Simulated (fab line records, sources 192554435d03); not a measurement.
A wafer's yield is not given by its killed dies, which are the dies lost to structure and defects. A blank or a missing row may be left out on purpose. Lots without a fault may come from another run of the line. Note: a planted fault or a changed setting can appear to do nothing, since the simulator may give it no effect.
Chamber matching || flow n5Finfet || N5_FIN_SAQP_ETCH_64 on rieSi-03: 4 sister chambers
The step etches SiO2 in CF4, target depth 1.5 nm. 8 wafers are shown with their chamber, then 8 later ones without.

WAFERS, EACH WITH ITS CHAMBER
{"wafer": "L082.2", "chamber": 0, "drypumpMotorCurrentA (A)": 4.8, "throttleValvePct (%)": 21.93}
{"wafer": "L082.6", "chamber": 3, "drypumpMotorCurrentA (A)": 5.5, "throttleValvePct (%)": 21.91}
{"wafer": "L084.2", "chamber": 1, "drypumpMotorCurrentA (A)": 5.8, "throttleValvePct (%)": 22.06}
{"wafer": "L084.4", "chamber": 3, "drypumpMotorCurrentA (A)": 5.5, "throttleValvePct (%)": 21.90}
{"wafer": "L088.1", "chamber": 1, "drypumpMotorCurrentA (A)": 5.9, "throttleValvePct (%)": 22.05}
{"wafer": "L088.2", "chamber": 2, "drypumpMotorCurrentA (A)": 5.8, "throttleValvePct (%)": 22.00}
{"wafer": "L088.3", "chamber": 0, "drypumpMotorCurrentA (A)": 4.8, "throttleValvePct (%)": 21.91}
{"wafer": "L091.3", "chamber": 2, "drypumpMotorCurrentA (A)": 5.8, "throttleValvePct (%)": 22.00}

WAFERS WITH NO CHAMBER GIVEN
{"wafer": "L091.4", "drypumpMotorCurrentA (A)": 5.8, "throttleValvePct (%)": 22.06}
{"wafer": "L091.6", "drypumpMotorCurrentA (A)": 5.5, "throttleValvePct (%)": 21.92}
{"wafer": "L093.1", "drypumpMotorCurrentA (A)": 5.9, "throttleValvePct (%)": 22.07}
{"wafer": "L093.4", "drypumpMotorCurrentA (A)": 5.8, "throttleValvePct (%)": 22.02}
{"wafer": "L093.6", "drypumpMotorCurrentA (A)": 5.8, "throttleValvePct (%)": 22.05}
{"wafer": "L097.3", "drypumpMotorCurrentA (A)": 5.8, "throttleValvePct (%)": 22.01}
{"wafer": "L097.4", "drypumpMotorCurrentA (A)": 5.5, "throttleValvePct (%)": 21.89}
{"wafer": "L097.6", "drypumpMotorCurrentA (A)": 4.8, "throttleValvePct (%)": 21.80}

THE CHAMBER EACH PASSED THROUGH
{"wafer": "L091.4", "from the rows above": 1, "in truth": 1}
{"wafer": "L091.6", "from the rows above": 3, "in truth": 3}
{"wafer": "L093.1", "from the rows above": 1, "in truth": 1}
{"wafer": "L093.4", "from the rows above": "can't be placed: 2 or 1", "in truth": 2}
{"wafer": "L093.6", "from the rows above": 1, "in truth": 1}
{"wafer": "L097.3", "from the rows above": 2, "in truth": 2}
{"wafer": "L097.4", "from the rows above": 3, "in truth": 3}
{"wafer": "L097.6", "from the rows above": 0, "in truth": 0}
Placed correctly: 7 of 8. Can't be placed from these rows: 1 (the true chamber is among the candidates in 1). Number placed wrongly: 0.
How it was worked out, from the rows above alone: a wafer's distance from a chamber is the root of the sum, over the readings, of the square of ((its reading less the chamber's mean) divided by the reading's scatter). The wafer belongs to the nearest chamber; if the next one is less than 2 further off, it can't be placed. The mean given for a chamber averages the wafers shown for that chamber. The scatter: take each reading less its chamber's mean, square it, sum over the shown wafers, divide by the number of wafers less the number of chambers, and take the root.
